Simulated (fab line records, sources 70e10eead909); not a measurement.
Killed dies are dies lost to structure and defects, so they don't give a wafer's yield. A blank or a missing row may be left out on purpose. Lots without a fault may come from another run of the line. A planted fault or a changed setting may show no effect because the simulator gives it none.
fab line records | flow nand_harc
record lots=13 wafers=39 last_day=34
route steps=1302 shown P_M2@350 P_BONDPAD@364
lots that met no fault: from a run of the same line without faults
start_h: hours from the record's first day to the start of the lot's first wafer shown | wait_h: hours since the lot's step before | " the same as in the row above | L1.1+2: a row that stands for several wafers | - no value, or no start given | * or withheld: withheld | < > ~ a bound
route shown NAME@n: a module of which the file shows steps, and the number in the route of the first | usual: mean/standard deviation of fault-free wafers | same: alike in all rows | chamber/n: place in a boat | sites: the reading at each site | _std_site: their standard deviation | _edge_site: outer sites' mean less inner sites' | radius_mm: how far each site lies from the wafer's centre | mask NAME#n: copy n | behind: the tool/chamber that last shaped the wafer | hold: why the lot was held/for how many hours/how that ended | device: the transistor (n, p or np) that didn't switch | end of line: the same wafers' tests at the end of the route | a step without rows: its recipe alone | killed: dies lost to structure and defects at the first sort, not the wafer's yield | map: a wafer's dies, x killed, . not, _ none there
set.NAME: the setting as run; set.NAME@STEP: as run at that earlier step | model.NAME: the simulator's own value behind a step, which no gauge read
steps of the route over a sample of lots; a table a step, a row a wafer
services: from which hour (start_h, from the record's first day; less than 0 if before it) a tool's chamber was out of use, for how many hours, and why
## steps
# step NHARC_P_M2_DEP_33
# recipe target_thk_a=300 temp_c=370 target_thk_nm=30 pressure_torr=3 flow_sccm=200 rf_w=450 material=SiCN
# usual heater_power_w=535/81
# columns lot.wafer tool chamber start_h wait_h heater_power_w
L763.2 pecvd-02 2 148.05 0.1 571
L763.3 " 0 " " 465
L763.5 " 2 " " 566
L764.1 pecvd-01 1 148.38 0.1 667
L764.2 " 2 " " 500
L764.5 " 2 " " 478
L765.2 pecvd-03 0 162.72 0.1 472
L765.6 " 2 " " 414
L765.4 " 0 " " 486
L766.1 pecvd-02 2 172.52 0.1 484
L766.2 " 0 " " 432
L766.4 " 0 " " 411
L777.3 pecvd-03 2 277.43 0.1 488
L777.2 " 0 " " 453
L777.6 " 0 " " 459
L775.1 pecvd-03 0 279.08 0.1 435
L775.4 " 1 " " 666
L775.6 " 0 " " 438
L778.3 pecvd-02 1 292.06 0.1 466
L778.1 " 0 " " 471
L778.6 " 1 " " 474
L779.3 pecvd-03 1 299.18 0.1 661
L779.2 " 2 " " 400
L779.1 " 0 " " 522
L780.3 pecvd-03 2 311.82 0.1 484
L780.6 " 0 " " 527
L780.4 " 1 " " 662
L781.2 pecvd-03 2 317.79 0.1 494
L781.4 " 2 " " 492
L781.5 " 2 " " 487
L783.3 pecvd-01 2 345.03 0.1 439
L783.4 " 0 " " 536
L783.6 " 1 " " 658
L784.3 pecvd-03 1 351.05 0.1 681
L784.1 " 2 " " 497
L784.6 " 0 " " 500
L785.1 pecvd-02 0 358.92 0.1 462
L785.2 " 1 " " 565
L785.5 " 0 " " 461
# step NHARC_P_BONDPAD_CD_MEAS_09
# recipe target_cd_nm=500 landing_energy_ev=500
# usual cd_nm=501.1/2.1
# columns lot.wafer tool chamber start_h wait_h cd_nm
L763.2 cd_sem-03 0 149.64 - 498.1
L763.3 " 0 " " 499.9
L763.5 " 0 " " 500.7
L764.1 cd_sem-03 0 150.00 - 503.8
L764.2 " 0 " " 504.1
L764.5 " 0 " " 500.5
L765.2 cd_sem-01 0 164.47 - 503.3
L765.4 " 0 " " 500.2
L765.6 " 0 " " 502.2
L766.1 cd_sem-02 0 174.15 - 499.8
L766.2 " 0 " " 498.1
L766.4 " 0 " " 504.3
L777.2 cd_sem-01 0 279.00 - 501.6
L777.3 " 0 " " 502.2
L777.6 " 0 " " 499.4
L775.1 cd_sem-01 0 280.61 - 505.6
L775.4 " 0 " " 500.7
L775.6 " 0 " " 499.2
L778.1 cd_sem-03 0 293.71 - 500.1
L778.3 " 0 " " 499.4
L778.6 " 0 " " 500.8
L779.1 cd_sem-01 0 300.70 - 501.6
L779.2 " 0 " " 501.9
L779.3 " 0 " " 500.1
L780.3 cd_sem-03 0 313.44 - 503.0
L780.4 " 0 " " 504.5
L780.6 " 0 " " 501.5
L781.2 cd_sem-03 0 319.49 - 500.8
L781.4 " 0 " " 499.1
L781.5 " 0 " " 501.8
L783.3 cd_sem-01 0 346.59 - 500.7
L783.4 " 0 " " 502.3
L783.6 " 0 " " 503.8
L784.1 cd_sem-01 0 352.52 - 502.7
L784.3 " 0 " " 502.5
L784.6 " 0 " " 501.0
L785.1 cd_sem-02 0 360.54 - 496.8
L785.2 " 0 " " 497.1
L785.5 " 0 " " 498.0
# step NHARC_P_BONDPAD_OVL_MEAS_38
# usual overlay_x_nm=0/5.4 overlay_y_nm=-1/5.7
# columns lot.wafer tool chamber start_h wait_h overlay_x_nm overlay_y_nm
L763.2 overlay-01 - 149.73 - -12 7
L763.3 " - " " -12 7
L763.5 " - " " -12 7
L764.1 overlay-02 - 150.08 - 6 1
L764.2 " - " " 7 2
L764.5 " - " " 6 1
L765.2 overlay-02 - 164.55 - 9 5
L765.4 " - " " 9 5
L765.6 " - " " 8 5
L766.1 overlay-01 - 174.24 - 2 -3
L766.2 " - " " 1 -4
L766.4 " - " " 1 -3
L777.2 overlay-02 - 279.09 - -1 2
L777.3 " - " " -1 2
L777.6 " - " " -1 2
L775.1 overlay-02 - 280.70 - -2 -9
L775.4 " - " " -1 -10
L775.6 " - " " -2 -10
L778.1 overlay-02 - 293.81 - -10 -8
L778.3 " - " " -10 -8
L778.6 " - " " -10 -8
L779.1 overlay-02 - 300.79 - 5 -1
L779.2 " - " " 5 0
L779.3 " - " " 4 0
L780.3 overlay-02 - 313.52 - -5 -2
L780.4 " - " " -5 -1
L780.6 " - " " -5 -2
L781.2 overlay-02 - 319.57 - 6 3
L781.4 " - " " 6 3
L781.5 " - " " 6 4
L783.3 overlay-01 - 346.68 - 3 0
L783.4 " - " " 3 1
L783.6 " - " " 4 1
L784.1 overlay-01 - 352.61 - -2 -11
L784.3 " - " " -2 -11
L784.6 " - " " -1 -11
L785.1 overlay-02 - 360.63 - 4 -1
L785.2 " - " " 4 -1
L785.5 " - " " 4 -1
# step NHARC_P_BONDPAD_ETCH_12
# recipe target_depth_a=2000 time_s=100 chf3_flow_sccm=50 o2_flow_sccm=10 ar_flow_sccm=200 rf_w=500 bias_w=200 chemistry=CHF3/O2
# usual drypump_motor_current_A=5.5/0.44 o2_flow_sccm=10.00/0.03 oes_product_au=0.950/0.024 rf_vpp_V=371.7/2.5 showerhead_plenum_p_Torr=2.45/0.11 throttle_valve_pct=20.572/0.0087
# columns lot.wafer tool chamber start_h wait_h drypump_motor_current_A o2_flow_sccm oes_product_au rf_hours_counter_h rf_vpp_V showerhead_plenum_p_Torr throttle_valve_pct
L763.2 rie_diel-02 2 150.04 - 5.6 10.04 0.967 2 373.1 2.51 20.574
L763.3 " 0 " " 5.5 10.06 0.974 2 370.9 2.43 20.573
L763.5 " 2 " " 5.6 10.06 0.970 - 372.4 2.51 20.572
L764.2 rie_diel-13 2 150.39 - 5.0 9.96 0.974 7 373.6 2.56 20.576
L764.1 " 0 " " 6.3 10.01 0.959 8 374.4 2.53 20.566
L764.5 " 2 " " 5.0 9.94 0.974 - 373.8 2.56 20.577
L765.4 rie_diel-02 2 164.86 - 5.6 10.01 0.932 3 373.6 2.50 20.570
L765.2 " 0 " " 5.5 10.04 0.928 3 370.6 2.43 20.566
L765.6 " 2 " " 5.6 9.94 0.939 - 372.4 2.50 20.581
L766.2 rie_diel-13 0 174.55 - 6.3 10.02 0.976 0 373.5 2.53 20.574
L766.1 " 1 " " 4.9 10.00 0.982 0 371.1 2.44 20.569
L766.4 " 2 " " 5.0 10.04 0.971 0 373.5 2.56 20.571
L777.2 rie_diel-05 3 279.40 - 6.2 9.97 0.921 3 368.4 2.30 20.586
L777.3 " 0 " " 5.8 9.95 0.919 3 371.6 2.46 20.567
L777.6 " 2 " " 5.5 10.02 0.929 - 373.3 2.54 20.572
L775.4 rie_diel-02 1 281.01 - 5.3 9.96 0.935 1 373.6 2.56 20.557
L775.1 " 3 " " 5.8 9.93 0.920 2 369.8 2.38 20.574
L775.6 " 0 " " 5.5 9.99 0.863 - 371.2 2.43 20.565
L778.1 rie_diel-13 3 294.11 - 5.7 9.99 0.976 7 365.8 2.24 20.576
L778.3 " 1 " " 4.9 10.00 0.993 7 371.2 2.44 20.568
L778.6 " 3 " " 5.7 9.98 0.971 - 366.2 2.24 20.569
L779.2 rie_diel-13 0 301.10 - 6.3 10.05 0.921 7 373.3 2.53 20.573
L779.3 " 1 " " 4.9 9.99 0.935 7 372.2 2.44 20.565
L779.1 " 2 " " 4.9 9.99 0.933 8 373.0 2.55 20.566
L780.3 rie_diel-13 3 313.83 - 5.7 9.99 0.964 8 366.3 2.24 20.565
L780.4 " 1 " " 4.9 10.00 0.984 8 371.9 2.44 20.555
L780.6 " 2 " " 5.0 9.97 0.983 - 374.7 2.55 20.588
L781.4 rie_diel-13 0 319.88 - 6.3 9.97 0.959 7 373.1 2.53 20.574
L781.2 " 2 " " 4.9 9.98 0.989 8 374.8 2.55 20.570
L781.5 " 3 " " 5.7 9.97 0.963 - 366.9 2.24 20.581
L783.4 rie_diel-05 1 346.99 - 5.4 10.01 0.919 9 373.9 2.52 20.572
L783.3 " 2 " " 5.5 9.96 0.923 8 373.8 2.54 20.558
L783.6 " 0 " " 5.8 9.99 0.935 - 370.6 2.46 20.574
L784.3 rie_diel-13 1 352.94 - 4.9 9.99 0.969 0 370.9 2.44 20.567
L784.1 " 0 " " 6.3 10.01 0.966 0 373.3 2.53 20.577
L784.6 " 0 " " 6.3 10.01 0.949 - 373.1 2.53 20.569
L785.2 rie_diel-05 2 360.94 - 5.5 9.98 0.917 10 372.0 2.54 20.582
L785.1 " 3 " " 6.2 9.96 0.925 8 368.1 2.30 20.561
L785.5 " 1 " " 5.3 9.93 0.929 - 374.1 2.52 20.584
## services
# columns tool chamber start_h hours kind
rie_diel-05 1 129.49 2.8 repair
pecvd-03 2 152.25 3.7 repair
pecvd-02 0 153.19 15.1 repair
rie_diel-13 - 165.00 9.0 pm
rie_diel-05 0 180.73 5.1 repair
rie_diel-02 0 182.37 3.2 repair
pecvd-03 - 185.14 13.0 pm
rie_diel-02 1 197.21 3.1 repair
rie_diel-02 - 216.70 9.0 pm
pecvd-02 - 227.22 13.0 pm
rie_diel-05 - 229.60 9.0 pm
rie_diel-13 3 233.29 6.7 repair
pecvd-03 - 251.32 0.9 repair
rie_diel-05 - 266.28 0.5 repair
rie_diel-02 0 269.01 9.6 repair
rie_diel-05 - 281.97 0.5 repair
rie_diel-05 2 306.19 7.9 repair
pecvd-03 0 315.61 6.5 repair
rie_diel-02 2 324.14 17.0 repair
rie_diel-13 3 334.00 19.6 repair
rie_diel-02 0 336.12 15.8 repair
pecvd-02 2 341.10 6.9 repair
rie_diel-13 - 342.00 9.0 pm
rie_diel-13 3 354.44 5.2 repair
## key
first_sign step=NHARC_P_BONDPAD_ETCH_12 reading=oes_product_au direction=down sigmas=3.7 usual=0.950 struck=0.863
effect none on later readings
met_at NHARC_P_BONDPAD_ETCH_12
struck_lots L775
struck_wafers L775.6
later_rows_left_out L775.6
sort_left_out L775.6
not_acting_at NHARC_P_M2_DEP_33,NHARC_P_BONDPAD_CD_MEAS_09,NHARC_P_BONDPAD_OVL_MEAS_38
onset_between 164.86 281.01
fault kind=process_parameter_drift tool=rie_diel-02 chamber=0 onset_h=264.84 steps=NHARC_P_BONDPAD_ETCH_12 channel=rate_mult offset=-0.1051 shape=step end_h=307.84
# sort_left_out: the simulated sort isn't trusted on such a fault, so these wafers' sort isn't shown, and their yield isn't known
# later_rows_left_out: the simulator's readings of these wafers behind a module that went badly wrong aren't trusted and aren't shown, but for the sort
